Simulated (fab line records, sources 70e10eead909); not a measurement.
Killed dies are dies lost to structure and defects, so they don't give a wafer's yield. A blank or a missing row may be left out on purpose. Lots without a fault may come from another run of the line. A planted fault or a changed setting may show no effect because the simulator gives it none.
Which tool did it? | flow nand_harc | 13 lots, 39 wafers sampled, at 6 steps of a route of 1159

WHAT THE GAUGES READ, wafer by wafer
NHARC_P_BONDPAD_THK_MEAS_20: measures by xrf. Usual: thk_nm 160.6 nm, standard deviation 1.4.
lot  | measured     | on            | thk_nm (nm)       | flag
L544 | day 6 14:24  | film_metro-01 | 159.1 158.4 161.3 |
L545 | day 7 03:34  | film_metro-01 | 161.0 161.6 159.2 |
L547 | day 7 05:07  | film_metro-01 | 163.0 162.1 159.7 |
L549 | day 7 20:05  | film_metro-01 | 160.4 160.8 157.1 |
L551 | day 8 03:59  | film_metro-02 | 159.0 158.0 159.8 |
L553 | day 8 14:58  | film_metro-01 | 159.3 161.1 161.6 |
L556 | day 9 17:40  | film_metro-02 | 159.0 159.3 162.3 |
L557 | day 9 18:20  | film_metro-01 | 161.1 160.9 159.1 |
L562 | day 10 20:36 | film_metro-01 | 160.7 158.9 157.4 |
L563 | day 11 00:26 | film_metro-02 | 160.3 158.3 160.5 |
L564 | day 11 11:57 | film_metro-01 | 159.7 160.9 161.7 |
L565 | day 11 17:14 | film_metro-01 | 159.5 162.1 162.5 |
L567 | day 11 21:54 | film_metro-02 | 162.7 159.9 159.9 |

NHARC_A_START_INSPECT_01. Usual: raw_defect_count 3.5, standard deviation 1.8.
lot  | measured     | on                | raw_defect_count | flag
L544 | day 6 15:05  | defect_inspect-01 | 4 4 3            |
L545 | day 7 04:14  | defect_inspect-02 | 3 5 0            |
L547 | day 7 05:47  | defect_inspect-02 | 1 1 2            |
L549 | day 7 20:46  | defect_inspect-01 | 3 8 5            |
L551 | day 8 04:41  | defect_inspect-01 | 1 3 2            |
L553 | day 8 15:38  | defect_inspect-01 | 3 1 7            |
L556 | day 9 18:22  | defect_inspect-01 | 3 6 3            |
L557 | day 9 19:01  | defect_inspect-01 | 1 4 4            |
L562 | day 10 21:39 | defect_inspect-02 | 3 4 2            |
L563 | day 11 01:12 | defect_inspect-01 | 4 4 7            |
L564 | day 11 12:42 | defect_inspect-01 | 2 4 2            |
L565 | day 11 18:03 | defect_inspect-01 | 4 5 6            |
L567 | day 11 22:34 | defect_inspect-02 | 4 3 5            |

NHARC_A_ONON_D1_THK_MEAS_30: measures by ellipsometry. Usual: thk_nm 999 nm, standard deviation 8.4.
lot  | measured     | on            | thk_nm (nm)    | flag
L544 | day 8 02:56  | film_metro-02 | 991 989 993    |
L545 | day 8 16:31  | film_metro-01 | 992 990 993    |
L547 | day 8 16:30  | film_metro-01 | 1005 1007 1008 |
L549 | day 9 08:25  | film_metro-01 | 991 992 990    |
L551 | day 9 17:22  | film_metro-01 | 1593 1592 1593 | OFF
L553 | day 10 04:22 | film_metro-01 | 1591 1592 1590 | OFF
L556 | day 11 05:10 | film_metro-01 | 992 991 993    |
L557 | day 11 05:10 | film_metro-02 | 996 996 995    |
L562 | day 12 08:43 | film_metro-02 | 1006 1006 1007 |
L563 | day 12 20:33 | film_metro-02 | 999 998 996    |
L564 | day 13 01:31 | film_metro-01 | 1008 1008 1009 |
L565 | day 13 07:41 | film_metro-02 | 1011 1010 1010 |
L567 | day 13 07:50 | film_metro-01 | 984 984 984    |

NHARC_END_SORT_01. Usual: killed_at_array 26, standard deviation 9.9; killed_at_other 0.8, standard deviation 1; killed_at_periphery 2.8, standard deviation 2.2; killed_dies 29, standard deviation 9.9; killed_open 3.2, standard deviation 1.8; killed_short 2.1, standard deviation 1.4.
lot  | measured     | on        | killed_at_array | killed_at_other | killed_at_periphery | killed_dies | killed_open | killed_short | flag
L551 | day 21 00:56 | prober-02 | 675 675 676     | 0 2 1           | 2 0 0               | 677 677 677 | 6 3 6       | 1 1 1        | OFF
L553 | day 21 18:07 | prober-02 | 676 675 675     | 0 1 2           | 1 1 0               | 677 677 677 | 4 2 1       | 3 3 0        | OFF

WHICH TOOL RAN EACH LOT (tool, then ch and the chambers of the sampled wafers, then the start)
lot  | NHARC_A_ZERO_WELL_ETCH_13        | NHARC_A_ONON_D1_DEP_28
L544 | rie_si-01 ch 0,1, day 6 16:19    | pecvd_onon-01 ch 0, day 8 02:25
L545 | rie_si-04 ch 0,2,3, day 7 05:21  | pecvd_onon-02 ch 0, day 8 16:11
L547 | rie_si-04 ch 1,3, day 7 07:00    | pecvd_onon-03 ch 0, day 8 16:00
L549 | rie_si-01 ch 0,3, day 7 21:59    | pecvd_onon-02 ch 0, day 9 07:58
L551 | rie_si-01 ch 1,2,3, day 8 05:53  | pecvd_onon-03 ch 0, day 9 16:52
L553 | rie_si-01 ch 0,1,3, day 8 16:50  | pecvd_onon-03 ch 0, day 10 03:58
L556 | rie_si-01 ch 1,2,3, day 9 19:28  | pecvd_onon-02 ch 0, day 11 04:39
L557 | rie_si-01 ch 0,2, day 9 20:16    | pecvd_onon-01 ch 0, day 11 04:43
L562 | rie_si-06 ch 1,2,3, day 10 22:53 | pecvd_onon-02 ch 0, day 12 08:13
L563 | rie_si-04 ch 0,2,3, day 11 02:26 | pecvd_onon-01 ch 0, day 12 20:06
L564 | rie_si-04 ch 0,1,2, day 11 13:58 | pecvd_onon-02 ch 0, day 13 01:08
L565 | rie_si-01 ch 0,1,2, day 11 19:17 | pecvd_onon-01 ch 0, day 13 07:14
L567 | rie_si-06 ch 0,1, day 11 23:46   | pecvd_onon-03 ch 0, day 13 07:19
- NHARC_A_ZERO_WELL_ETCH_13: etches the open film in HBr/Cl2, target depth 120 nm, time 40.1 s.
- NHARC_A_ONON_D1_DEP_28: target thk 1000 nm.

WHAT THE TOOLS THEMSELVES READ (means of the sampled wafers that have a number; where no wafer has one, the mark that the record gives instead)
NHARC_A_ZERO_WELL_ETCH_13. Usual: drypump_motor_current_A 5.6 A, standard deviation 0.45; oes_product_au 0.999 a.u., standard deviation 0.0083; throttle_valve_pct 26.406 %, standard deviation 0.01.
lot  | tool      | drypump_motor_current_A (A) | oes_product_au (a.u.) | throttle_valve_pct (%) | flag
L544 | rie_si-01 | 5.3                         | 0.993                 | 26.407                 |
L545 | rie_si-04 | 6.3                         | 1.008                 | 26.404                 |
L547 | rie_si-04 | 5.5                         | 1.001                 | 26.405                 |
L549 | rie_si-01 | 5.4                         | 0.988                 | 26.409                 |
L551 | rie_si-01 | 5.5                         | 1.005                 | 26.403                 |
L553 | rie_si-01 | 5.4                         | 1.001                 | 26.391                 |
L556 | rie_si-01 | 5.5                         | 0.999                 | 26.415                 |
L557 | rie_si-01 | 5.4                         | 0.998                 | 26.411                 |
L562 | rie_si-06 | 5.8                         | 0.998                 | 26.401                 |
L563 | rie_si-04 | 6.3                         | 0.995                 | 26.403                 |
L564 | rie_si-04 | 6.0                         | 0.999                 | 26.409                 |
L565 | rie_si-01 | 5.3                         | 1.000                 | 26.403                 |
L567 | rie_si-06 | 5.1                         | 1.005                 | 26.405                 |

NHARC_A_ONON_D1_DEP_28. Usual: susceptor_temp_C 400.00 C, standard deviation 0.21.
lot  | tool          | susceptor_temp_C (C) | flag
L544 | pecvd_onon-01 | 400.04               |
L545 | pecvd_onon-02 | 400.26               |
L547 | pecvd_onon-03 | 399.97               |
L549 | pecvd_onon-02 | 399.90               |
L551 | pecvd_onon-03 | 400.16               |
L553 | pecvd_onon-03 | 399.94               |
L556 | pecvd_onon-02 | 399.89               |
L557 | pecvd_onon-01 | 399.89               |
L562 | pecvd_onon-02 | 399.90               |
L563 | pecvd_onon-01 | 399.68               |
L564 | pecvd_onon-02 | 399.70               |
L565 | pecvd_onon-01 | 399.78               |
L567 | pecvd_onon-03 | 399.68               |

THE ANSWER, worked out from the rows above alone
Rule: a lot is off if the mean of its wafers that have a number lies more than 3 standard deviations from the usual mean. A lot without any number at a reading at which 4 lots or more have one is off too. The other lots that the step has rows for count as sound. The gauges are gone through in route order, then the tools' own readings, and for those a lot's mean is taken as printed above. The first step at which some lot is off is used, and at that step the reading that is off furthest; a lot without a number counts as furthest.
Off: L551, L553, at NHARC_A_ONON_D1_THK_MEAS_30 (thk_nm).
A tool fits if, at a process step before that reading, it ran every lot that is off, and no sound lot after the first of them. The gauges at NHARC_A_ONON_D1_THK_MEAS_30 aren't tried: what is off there is off at NHARC_END_SORT_01 too, on other tools, and a gauge's error can't cause that. None of those tried fits.

WHAT THE SIMULATOR HAD PUT IN
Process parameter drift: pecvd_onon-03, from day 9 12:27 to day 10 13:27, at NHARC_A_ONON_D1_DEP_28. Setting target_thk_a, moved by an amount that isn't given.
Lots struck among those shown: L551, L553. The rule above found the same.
